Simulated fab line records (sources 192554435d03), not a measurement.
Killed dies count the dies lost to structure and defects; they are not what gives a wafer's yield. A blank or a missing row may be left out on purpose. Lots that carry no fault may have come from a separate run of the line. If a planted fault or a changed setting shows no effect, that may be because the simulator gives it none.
Chamber matching :: flow n5_finfet :: 4 sister chambers for N5_FIN_SAQP_SPACER2_ALD_28 on ald_sin-01
The step deposits SiO2, target thk 8.1 nm, pulse time 1 s, purge time 2 s. 8 wafers are shown with their chamber, then 8 later ones without.

== WAFERS WITH THEIR CHAMBER ==
wafer: L085.2
chamber: 0
heater_power_w (W): 484
precursor_pulse_height_rel: 1.012

wafer: L085.3
chamber: 1
heater_power_w (W): 430
precursor_pulse_height_rel: 1.018

wafer: L085.5
chamber: 2
heater_power_w (W): 487
precursor_pulse_height_rel: 0.999

wafer: L085.6
chamber: 3
heater_power_w (W): 519
precursor_pulse_height_rel: 0.979

wafer: L087.2
chamber: 2
heater_power_w (W): 466
precursor_pulse_height_rel: 1.026

wafer: L087.3
chamber: 0
heater_power_w (W): 474
precursor_pulse_height_rel: 1.016

wafer: L087.4
chamber: 1
heater_power_w (W): 436
precursor_pulse_height_rel: 1.032

wafer: L091.2
chamber: 3
heater_power_w (W): 531
precursor_pulse_height_rel: 1.013

== WAFERS MISSING THEIR CHAMBER ==
wafer: L091.4
heater_power_w (W): 472
precursor_pulse_height_rel: 1.001

wafer: L091.5
heater_power_w (W): 470
precursor_pulse_height_rel: 1.012

wafer: L092.1
heater_power_w (W): 517
precursor_pulse_height_rel: 0.994

wafer: L092.4
heater_power_w (W): 436
precursor_pulse_height_rel: 0.970

wafer: L092.6
heater_power_w (W): 433
precursor_pulse_height_rel: 0.948

wafer: L094.1
heater_power_w (W): 518
precursor_pulse_height_rel: 1.009

wafer: L094.2
heater_power_w (W): 462
precursor_pulse_height_rel: 1.023

wafer: L094.5
heater_power_w (W): 422
precursor_pulse_height_rel: 1.008

== THE CHAMBER EACH PASSED THROUGH ==
wafer: L091.4
from the rows above: can't be placed: 2 or 0
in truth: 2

wafer: L091.5
from the rows above: can't be placed: 2 or 0
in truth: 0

wafer: L092.1
from the rows above: 3
in truth: 3

wafer: L092.4
from the rows above: can't be placed: 1 or 2 or 0
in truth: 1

wafer: L092.6
from the rows above: can't be placed: 1 or 2 or 0
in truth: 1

wafer: L094.1
from the rows above: 3
in truth: 3

wafer: L094.2
from the rows above: can't be placed: 2 or 0 or 1
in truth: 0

wafer: L094.5
from the rows above: 1
in truth: 1
Correctly placed: 3 of 8. Can't be placed from these rows: 5 (the true chamber is among the candidates in 5). Placed wrongly: 0.
How it was worked out, from the rows above alone: a wafer's distance from a chamber is the root of the sum, over the readings, of the square of ((its reading less the chamber's mean) divided by the reading's scatter). The wafer belongs to the nearest chamber; if the next one is less than 2 further off, it can't be placed. For every chamber, the mean is computed from those of its wafers that are shown. The scatter: take each reading less its chamber's mean, square it, sum over the shown wafers, divide by the number of wafers less the number of chambers, and take the root.
